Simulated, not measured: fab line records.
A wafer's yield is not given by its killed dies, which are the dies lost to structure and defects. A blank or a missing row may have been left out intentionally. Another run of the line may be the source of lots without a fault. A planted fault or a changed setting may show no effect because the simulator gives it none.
fab line records -- flow nand-harc
record lots=14, wafers=41, last-day=32
route steps=1302 shown P_BONDPAD@381 A_ZERO_WELL@411 A_ONON_D1@424 END@1302
lots untouched by any fault: they come from a run of this same line in which no faults occurred
start-h: start of the lot's first displayed wafer, in hours after the record's first day -- wait-h: how many hours have passed since the lot's step before this one -- " as in the row above -- L1.1+2: a single row standing in for several wafers -- - no value present, or no start provided -- * or withheld: withheld -- < > ~ a bound
route shown NAME@n: names a module that has steps shown in the file, with the first one's number in the route -- usual: mean and standard deviation over wafers with no fault -- same: alike in all rows -- chamber/n: place in a boat -- sites: the reading at each site -- _std_site: their standard deviation -- _edge_site: mean of outer sites minus mean of inner sites -- radius-mm: for every site, how far away it sits from the centre of the wafer -- mask NAME#n: copy n -- behind: the last tool/chamber to shape the wafer -- hold: the reason the lot was held/the length of the hold in hours/how it ended -- device: whichever transistor did not switch (one of n, p or np) -- end of line: at the end of the route, the tests of the same wafers -- a step with no rows: only its recipe -- killed: count of dies lost to structure and defects at first sort (not the wafer's yield) -- map: dies across one wafer; x = killed, . = not, _ = none there
set.NAME: the setting that was run; set.NAME@STEP: the one run at that earlier step -- model.NAME: the simulator's own value behind a step, which no gauge read
a sample of lots followed through the steps of the route, with each step as a table and each wafer as a row
services: from which hour (start-h, from the record's first day; less than 0 if before it) a tool's chamber was out of use, for how many hours, and why
## steps
# step NHARC_P_BONDPAD_THK_MEAS_20
# recipe thk-meas-gauge=xrf
# usual thk-nm=160.3/1.6
lot.wafer,tool,chamber,start-h,wait-h,thk-nm
L957.1,film-metro-02,-,136.48,-,161.4
L957.2,film-metro-02,-,136.48,-,161.1
L957.6,film-metro-02,-,136.48,-,159.2
L958.1,film-metro-02,-,152.23,-,158.9
L958.2,film-metro-02,-,152.23,-,158.7
L958.6,film-metro-02,-,152.23,-,159.3
L961.2,film-metro-02,-,173.43,-,162.3
L961.5,film-metro-02,-,173.43,-,160.2
L961.6,film-metro-02,-,173.43,-,158.0
L962.2,film-metro-01,-,185.00,-,160.5
L962.3,film-metro-01,-,185.00,-,159.5
L962.4,film-metro-01,-,185.00,-,161.6
L963.2,film-metro-02,-,195.97,-,159.9
L963.4,film-metro-02,-,195.97,-,158.0
L963.6,film-metro-02,-,195.97,-,155.6
L964.1,film-metro-01,-,204.76,-,159.7
L964.5,film-metro-01,-,204.76,-,160.1
L964.6,film-metro-01,-,204.76,-,162.3
L965.1,film-metro-01,-,217.05,-,163.7
L965.4,film-metro-01,-,217.05,-,160.5
L965.5,film-metro-01,-,217.05,-,159.2
L966.1,film-metro-01,-,222.27,-,159.5
L966.3,film-metro-01,-,222.27,-,159.0
L966.5,film-metro-01,-,222.27,-,159.0
L968.2,film-metro-02,-,241.34,-,160.2
L968.3,film-metro-02,-,241.34,-,163.2
L968.5,film-metro-02,-,241.34,-,161.7
L969.2,film-metro-02,-,256.75,-,162.1
L969.4,film-metro-02,-,256.75,-,160.2
L969.5,film-metro-02,-,256.75,-,159.3
L970.1,film-metro-01,-,265.72,-,161.4
L970.2,film-metro-01,-,265.72,-,162.4
L970.5,film-metro-01,-,265.72,-,161.9
L973.1,film-metro-01,-,300.89,-,160.1
L973.3,film-metro-01,-,300.89,-,158.8
L973.5,film-metro-01,-,300.89,-,162.9
L974.4,film-metro-01,-,309.26,-,158.9
L974.6,film-metro-01,-,309.26,-,159.0
L977.2,film-metro-01,-,338.84,-,159.6
L977.3,film-metro-01,-,338.84,-,159.7
L977.5,film-metro-01,-,338.84,-,161.7
# step NHARC_A_ZERO_WELL_RTA_16
# recipe temp-c=1000, time-s=10
# usual anneal-temp-c-max=1006.0/1.3, lamp-power-pct=32.0/1.1, lamp_zone_2_pct=32.0/1.1, lamp_zone_6_pct=31.9/1.1, wafer_temp_C_max=1005.6/1.3
lot.wafer,tool,chamber,start-h,wait-h,anneal-temp-c-max,lamp-power-pct,lamp_zone_2_pct,lamp_zone_6_pct,wafer_temp_C_max
L957.1,rtp-anneal-01,0,139.18,-,1006.0,30.6,30.5,30.5,1005.1
L957.2,rtp-anneal-01,0,139.18,-,1004.9,30.6,30.6,30.5,1003.8
L957.6,rtp-anneal-01,0,139.18,-,1004.6,30.5,30.6,30.5,1005.7
L958.1,rtp-anneal-01,0,155.35,-,1004.7,30.5,30.6,30.5,1002.5
L958.2,rtp-anneal-01,0,155.35,-,1003.6,30.5,30.5,30.5,1003.8
L958.6,rtp-anneal-01,0,155.35,-,1004.7,30.5,30.6,30.5,1002.9
L961.2,rtp-anneal-02,0,176.14,-,1008.9,32.8,32.8,32.8,1006.0
L961.5,rtp-anneal-02,0,176.14,-,1006.4,32.8,32.9,32.8,1006.7
L961.6,rtp-anneal-02,0,176.14,-,1005.9,32.9,32.8,32.8,1007.5
L962.2,rtp-anneal-02,0,187.82,-,1006.2,32.8,32.8,32.8,1006.9
L962.3,rtp-anneal-02,0,187.82,-,1006.0,32.7,32.8,32.8,1006.9
L962.4,rtp-anneal-02,0,187.82,-,1006.5,32.8,32.8,32.8,1007.1
L963.2,rtp-anneal-01,0,198.78,-,1004.9,30.6,30.5,30.5,1005.8
L963.4,rtp-anneal-01,0,198.78,-,1004.8,30.5,30.5,30.5,1005.3
L963.6,rtp-anneal-01,0,198.78,-,1005.4,30.6,30.6,30.5,1003.4
L964.1,rtp-anneal-01,0,207.58,-,1005.5,30.6,30.5,30.6,1006.7
L964.5,rtp-anneal-01,0,207.58,-,1004.8,30.6,30.5,30.5,1003.7
L964.6,rtp-anneal-01,0,207.58,-,1004.3,30.6,30.5,30.5,1004.9
L965.1,rtp-anneal-02,0,219.85,-,1006.5,32.9,32.9,32.9,1006.5
L965.4,rtp-anneal-02,0,219.85,-,1008.6,32.8,32.9,32.7,1006.6
L965.5,rtp-anneal-02,0,219.85,-,1005.5,32.9,32.9,32.8,1003.3
L966.1,rtp-anneal-02,0,224.94,-,1007.1,32.9,32.9,32.8,1005.5
L966.3,rtp-anneal-02,0,224.94,-,1005.0,32.9,32.8,32.8,1007.2
L966.5,rtp-anneal-02,0,224.94,-,1008.0,32.9,32.9,32.8,1008.3
L968.2,rtp-anneal-02,0,244.16,-,1007.0,32.9,32.9,32.8,1006.3
L968.3,rtp-anneal-02,0,244.16,-,1007.2,32.8,32.9,32.8,1005.3
L968.5,rtp-anneal-02,0,244.16,-,1006.4,32.9,32.9,32.8,1006.0
L969.2,rtp-anneal-01,0,259.56,-,1006.3,30.5,30.5,30.5,1005.4
L969.4,rtp-anneal-01,0,259.56,-,1003.9,30.6,30.5,30.5,1005.7
L969.5,rtp-anneal-01,0,259.56,-,1005.3,30.5,30.6,30.4,1005.5
L970.1,rtp-anneal-02,0,268.61,-,1006.0,32.9,32.9,32.8,1005.2
L970.2,rtp-anneal-02,0,268.61,-,1006.0,32.9,32.9,32.8,1007.0
L970.5,rtp-anneal-02,0,268.61,-,1006.9,32.9,32.9,32.8,1004.5
L973.1,rtp-anneal-02,0,303.69,-,1007.7,32.9,32.9,32.8,1006.0
L973.3,rtp-anneal-02,0,303.69,-,1006.5,32.9,32.9,32.8,1007.4
L973.5,rtp-anneal-02,0,303.69,-,1005.7,32.9,32.9,32.8,1006.5
L974.4,rtp-anneal-02,0,312.14,-,1006.1,32.9,32.9,32.8,1004.7
L974.6,rtp-anneal-02,0,312.14,-,1005.7,32.8,32.9,32.8,1005.5
L977.2,rtp-anneal-02,0,341.56,-,1007.1,32.8,32.9,32.7,1007.8
L977.3,rtp-anneal-02,0,341.56,-,1007.8,32.8,32.8,32.7,1005.8
L977.5,rtp-anneal-02,0,341.56,-,1007.9,32.8,32.9,32.8,1007.8
# step NHARC_A_ZERO_WELL_INSPECT_17
# usual raw-defect-count=10/4.3
lot.wafer,tool,chamber,start-h,wait-h,raw-defect-count
L957.1,defect-inspect-01,-,139.38,0.2,6
L957.2,defect-inspect-01,-,139.38,0.2,5
L957.6,defect-inspect-01,-,139.38,0.2,6
L958.1,defect-inspect-01,-,155.55,0.2,14
L958.2,defect-inspect-01,-,155.55,0.2,5
L958.6,defect-inspect-01,-,155.55,0.2,4
L961.2,defect-inspect-02,-,176.31,0.1,14
L961.5,defect-inspect-02,-,176.31,0.1,15
L961.6,defect-inspect-02,-,176.31,0.1,11
L962.2,defect-inspect-01,-,187.99,0.1,15
L962.3,defect-inspect-01,-,187.99,0.1,18
L962.4,defect-inspect-01,-,187.99,0.1,10
L963.2,defect-inspect-02,-,198.95,0.1,6
L963.4,defect-inspect-02,-,198.95,0.1,11
L963.6,defect-inspect-02,-,198.95,0.1,10
L964.1,defect-inspect-02,-,207.77,0.2,14
L964.5,defect-inspect-02,-,207.77,0.2,10
L964.6,defect-inspect-02,-,207.77,0.2,10
L965.1,defect-inspect-01,-,220.05,0.2,9
L965.4,defect-inspect-01,-,220.05,0.2,8
L965.5,defect-inspect-01,-,220.05,0.2,17
L966.1,defect-inspect-01,-,225.13,0.2,15
L966.3,defect-inspect-01,-,225.13,0.2,11
L966.5,defect-inspect-01,-,225.13,0.2,11
L968.2,defect-inspect-02,-,244.32,0.1,3
L968.3,defect-inspect-02,-,244.32,0.1,8
L968.5,defect-inspect-02,-,244.32,0.1,7
L969.2,defect-inspect-02,-,259.72,0.1,8
L969.4,defect-inspect-02,-,259.72,0.1,8
L969.5,defect-inspect-02,-,259.72,0.1,11
L970.1,defect-inspect-02,-,268.80,0.2,10
L970.2,defect-inspect-02,-,268.80,0.2,11
L970.5,defect-inspect-02,-,268.80,0.2,4
L973.1,defect-inspect-01,-,303.89,0.2,4
L973.3,defect-inspect-01,-,303.89,0.2,9
L973.5,defect-inspect-01,-,303.89,0.2,14
L974.4,defect-inspect-01,-,312.26,0.1,7
L974.6,defect-inspect-01,-,312.26,0.1,13
L977.2,defect-inspect-02,-,341.73,0.1,11
L977.3,defect-inspect-02,-,341.73,0.1,7
L977.5,defect-inspect-02,-,341.73,0.1,3
# step NHARC_A_ONON_D1_DEP_00
# recipe target-thk-a=10000, n2-flow-sccm=2750, n2o-flow-sccm=2000, nh3-flow-sccm=500, sih4-flow-sccm=210, temp-c=400
lot.wafer,tool,chamber,start-h,wait-h
L957.1+2+6,pecvd-onon-01,0,156.84,0.1
L958.1+2+6,pecvd-onon-04,0,175.27,0.1
L961.2+5+6,pecvd-onon-04,0,196.91,0.1
L962.2+3+4,pecvd-onon-01,0,210.10,0.1
L963.2+4+6,pecvd-onon-01,0,218.91,0.1
L964.1+5+6,pecvd-onon-02,0,230.69,0.1
L965.1+4+5,pecvd-onon-01,0,240.38,0.1
L966.1+3+5,pecvd-onon-01,0,245.53,0.1
L968.2+3+5,pecvd-onon-01,0,261.84,0.1
L969.2+4+5,pecvd-onon-04,0,279.45,0.1
L970.1+2+5,pecvd-onon-01,0,288.77,0.1
L973.1+3+5,pecvd-onon-01,0,327.17,0.1
L974.4+6,pecvd-onon-01,0,333.25,0.2
L977.2+3+5,pecvd-onon-01,0,363.13,0.1
# step NHARC_A_ONON_D1_THK_MEAS_02
# recipe thk-meas-gauge=ellipsometry
# usual thk-nm=999/9.2
lot.wafer,tool,chamber,start-h,wait-h,thk-nm
L957.1,film-metro-01,-,157.34,-,1001
L957.2,film-metro-01,-,157.34,-,1003
L957.6,film-metro-01,-,157.34,-,1003
L958.1,film-metro-02,-,175.78,-,1006
L958.2,film-metro-02,-,175.78,-,1003
L958.6,film-metro-02,-,175.78,-,1004
L961.2,film-metro-01,-,197.39,-,1014
L961.5,film-metro-01,-,197.39,-,1013
L961.6,film-metro-01,-,197.39,-,1013
L962.2,film-metro-01,-,210.55,-,1001
L962.3,film-metro-01,-,210.55,-,1001
L962.4,film-metro-01,-,210.55,-,1003
L963.2,film-metro-02,-,219.36,-,989
L963.4,film-metro-02,-,219.36,-,990
L963.6,film-metro-02,-,219.36,-,990
L964.1,film-metro-02,-,231.20,-,1009
L964.5,film-metro-02,-,231.20,-,1009
L964.6,film-metro-02,-,231.20,-,1009
L965.1,film-metro-02,-,240.89,-,989
L965.4,film-metro-02,-,240.89,-,991
L965.5,film-metro-02,-,240.89,-,992
L966.1,film-metro-01,-,246.04,-,999
L966.3,film-metro-01,-,246.04,-,998
L966.5,film-metro-01,-,246.04,-,1000
L968.2,film-metro-02,-,262.29,-,987
L968.3,film-metro-02,-,262.29,-,988
L968.5,film-metro-02,-,262.29,-,988
L969.2,film-metro-01,-,279.90,-,1013
L969.4,film-metro-01,-,279.90,-,1012
L969.5,film-metro-01,-,279.90,-,1012
L970.1,film-metro-01,-,289.28,-,1004
L970.2,film-metro-01,-,289.28,-,1004
L970.5,film-metro-01,-,289.28,-,1005
L973.1,film-metro-01,-,327.68,-,999
L973.3,film-metro-01,-,327.68,-,997
L973.5,film-metro-01,-,327.68,-,1000
L974.4,film-metro-01,-,333.58,-,384
L974.6,film-metro-01,-,333.58,-,994
L977.2,film-metro-02,-,363.58,-,1004
L977.3,film-metro-02,-,363.58,-,395
L977.5,film-metro-02,-,363.58,-,1004
# step NHARC_END_SORT_01
# recipe temp-c=25
# usual killed-at-array=63/27, killed-at-other=0.7/1.2, killed-at-periphery=3.1/2, killed-dies=67/28, killed-open=3.0/1.9, killed-short=2.2/1.5
# same gross-dies=677
lot.wafer,tool,chamber,start-h,wait-h,killed-at-array,killed-at-other,killed-at-periphery,killed-dies,killed-open,killed-short
L969.5,prober-02,0,672.78,3.7,37,0,2,39,3,5
L974.4,prober-02,0,752.17,3.4,673,0,4,677,6,1
L974.6,prober-02,0,753.77,4.0,50,0,5,55,2,5
L977.2,prober-01,0,766.00,2.8,37,0,2,39,7,1
L977.3,prober-01,0,766.80,3.1,672,0,5,677,7,1
L977.5,prober-01,0,768.39,3.7,28,1,2,31,5,0
# killed by level:class
L969.5 A_CHANNEL_HOLE_D1:chamber-film-flake=11 A_CONTACT:chamber-film-flake=5 A_SLIT:chamber-film-flake=3 A_ONON_D1:geometric-particle:short=2 A_ZERO_WELL:chamber-film-flake=2 A_CHANNEL_FILL_D1:chamber-film-flake=2 A_DECK1_JOINT:chamber-film-flake=2 A_STAIRCASE:chamber-film-flake=2
L974.4 A_ONON_D1:area-dep=627 A_SLIT:chamber-film-flake=22 A_SGD_CUT:chamber-film-flake=10 A_CHANNEL_HOLE_D1:chamber-film-flake=8 P_M0:geometric-particle:open=2 P_CONTACT:geometric-particle:open=1 P_M0:geometric-particle:short=1 A_ONON_D1:geometric-particle:open=1
L974.6 A_SLIT:chamber-film-flake=31 A_CHANNEL_HOLE_D1:chamber-film-flake=9 A_SGD_CUT:chamber-film-flake=3 P_M0:geometric-particle:short=2 P_STI:chamber-film-flake=2 P_M0:geometric-particle:open=1 A_CHANNEL_FILL_D1:geometric-particle:short=1 A_ONON_D2:geometric-particle:open=1
L977.2 A_CHANNEL_HOLE_D1:chamber-film-flake=17 A_SLIT:chamber-film-flake=8 A_DECK1_JOINT:chamber-film-flake=3 A_CONTACT:chamber-film-flake=3 A_ONON_D2:geometric-particle:open=2 P_CONTACT:geometric-particle:open=1 P_M1:geometric-particle:open=1 A_CHANNEL_FILL_D1:geometric-particle:short=1
L977.3 A_ONON_D1:area-dep=645 A_CHANNEL_HOLE_D1:chamber-film-flake=11 A_SLIT:chamber-film-flake=5 P_M0:geometric-particle:open=2 P_M2:chamber-film-flake=2 A_STAIRCASE:chamber-film-flake=2 A_ONON_D1:geometric-particle:open=1 A_ONON_D2:geometric-particle:open=1
L977.5 A_CHANNEL_HOLE_D1:chamber-film-flake=16 A_SLIT:chamber-film-flake=5 P_M0:geometric-particle:open=2 A_STAIRCASE:chamber-film-flake=2 A_CHANNEL_FILL_D1:geometric-particle:open=1 A_SGD_CUT:geometric-particle:open=1 STARTING-WAFER:geometric-particle:open=1 A_CHANNEL_HOLE_D2:chamber-film-flake=1
## services
tool,chamber,start-h,hours,kind
pecvd-onon-04,-,130.30,13.0,pm
pecvd-onon-02,-,185.00,13.0,pm
pecvd-onon-01,-,269.31,13.0,pm
pecvd-onon-04,-,311.30,13.0,pm
## key
first-sign step=NHARC_A_ONON_D1_THK_MEAS_02, reading=thk-nm, direction=down, sigmas=66, usual=999, struck=389
effect step=NHARC_END_SORT_01, reading=killed-at-array, direction=up, sigmas=22, usual=63, struck=672
more-kills-born-at NHARC_A_ONON_D1_DEP_00@pecvd-onon-01=1272
met-at NHARC_A_ONON_D1_DEP_00
struck-lots L974,L977
struck-wafers L974.4,L977.3
later-rows-left-out L974.4,L977.3
tester-left-out L974,L977
not-acting-at NHARC_P_BONDPAD_THK_MEAS_20,NHARC_A_ZERO_WELL_RTA_16,NHARC_A_ZERO_WELL_INSPECT_17
onset-between 327.17 333.25
fault kind=process-parameter-drift, tool=pecvd-onon-01, chamber=-, onset-h=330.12, steps=NHARC_A_ONON_D1_DEP_00, channel=target-thk-a, offset=*, shape=step, end-h=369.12, scope=struck-wafers-only, acts-in=*, stated=*
# tester-left-out: of these lots the tester's yield and bins aren't shown, on N5 and GAA mostly nor the transistor test; their killed dies are dies lost to structure and defects alone, not to doping, threshold or leakage, so they don't give the yield
# later-rows-left-out: the simulator's readings of these wafers behind a module that went badly wrong aren't trusted and aren't shown, but for the sort
